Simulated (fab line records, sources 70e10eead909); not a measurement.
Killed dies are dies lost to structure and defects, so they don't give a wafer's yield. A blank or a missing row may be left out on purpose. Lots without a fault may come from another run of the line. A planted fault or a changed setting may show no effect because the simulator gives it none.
Problem report in the 8D (eight disciplines) form, filled by code | flow nand_harc | the parts of the form that need people (team, actions taken, sign-off) are left out

1. THE PROBLEM
raw_defect_count at NHARC_A_M0_INSPECT_11 reads a mean of 512 on 3 wafers of 2 lots; wafers without a fault read 30 with a standard deviation of 12. That is +40 standard deviations from the usual mean.
First seen on wafer L253.2, day 21 00:10, on defect_inspect-02. The record holds 33 wafers of 11 lots with a number at this step. Rule for "out", or "out of limits": more than 4 standard deviations from the usual mean. The other wafers with a number count as sound.

2. WHAT IT IS AND WHAT IT IS NOT
question                    | is                                   | is not
which readings at this step | raw_defect_count                     | -
which lots                  | L253, L255                           | L240, L245, L247, L250, L251, L256, L258, L260, L261
which wafers of those lots  | L253.2, L253.5, L255.2               | L253.3, L255.3, L255.5
read on which gauges        | defect_inspect-01, defect_inspect-02 | -
when                        | from day 21 00:10                    | up to then (16 sound wafers); but 14 sound wafers of L255, L256, L258, L260, L261 came after

3. SUSPECTS, AND WHAT RULES EACH OUT
Counting: a tool at a process step up to the reading stays a suspect if it ran every lot that is out. Sound lots after the first of them don't rule it out here, since some wafers of a struck lot are sound.
- the gauge at NHARC_A_M0_INSPECT_11: ruled out. The wafers that are out were read on 2 gauges (defect_inspect-01, defect_inspect-02).
- pecvd-02 at NHARC_A_M0_DEP_00 (deposits SiOC, target thk 150 nm): kept. It ran every lot that is out, first L253 (day 20 23:11); its last sound lot up to then is L251 (day 20 15:10).
- Within pecvd-02 at NHARC_A_M0_DEP_00: the wafers that are out ran in chamber 0; their sound lot-mates ran in chambers 1, 2.
Left after counting: pecvd-02 at NHARC_A_M0_DEP_00.

4. THE CAUSE (what the simulator had put in)
Chamber particle source: pecvd-02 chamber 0, from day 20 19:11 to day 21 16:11, at NHARC_A_M0_DEP_00. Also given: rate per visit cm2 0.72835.
Counting left only this tool.

5. THE CHAIN OF EFFECTS, in route order
Each row: a reading whose mean over the struck wafers that have a number lies more than 3 standard deviations from the usual. Only readings for which the record gives a usual standard deviation are gone through. hours: the time from each lot's start at the first step in this table that gives one to its start at this step, as a median over the lots. sigmas: the change in usual standard deviations.
hours | step                  | reading              | usual  | on struck wafers | change | sigmas
0     | NHARC_A_M0_INSPECT_11 | raw_defect_count     | 30     | 512              | +482   | +40
45    | NHARC_END_SORT_01     | defect_limited_yield | 95.8 % | 86.9             | -8.9   | -7.4
45    | NHARC_END_SORT_01     | killed_at_array      | 24     | 85               | +61    | +8.2
45    | NHARC_END_SORT_01     | killed_dies          | 28     | 89               | +61    | +7.6
45    | NHARC_END_SORT_01     | sort_bin_2_pct       | 1.3 %  | 5.2              | +3.9   | +7.2
45    | NHARC_END_SORT_01     | sort_bin_3_pct       | 0.23 % | 3.30             | +3.07  | +15
45    | NHARC_END_SORT_01     | sort_n_pass          | 649    | 588              | -61    | -7.6
45    | NHARC_END_SORT_01     | sort_rim_yield_pct   | 94.2 % | 83.3             | -10.9  | -4.0
45    | NHARC_END_SORT_01     | sort_yield_pct       | 95.8 % | 86.9             | -8.9   | -7.4
Later measuring or inspecting steps at which every struck wafer that the step has a row for has a number for every such reading, and none has moved that far: NHARC_A_M0_CD_MEAS_16.

6. WHAT WOULD HAVE CAUGHT IT SOONER
In this record the first reading out of limits at a measuring or inspecting step was taken at day 21 00:10, 5 hours after the fault began at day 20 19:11.
Of the tool readings at NHARC_A_M0_DEP_00 for which the record gives a usual standard deviation, none was out on any struck wafer, so an alarm limit of 4 standard deviations on them would not have fired.
Of the lots that are out (2), L255 began NHARC_A_M0_DEP_00 on pecvd-02 after day 21 00:10. A hold on the tool at that time would have spared it.
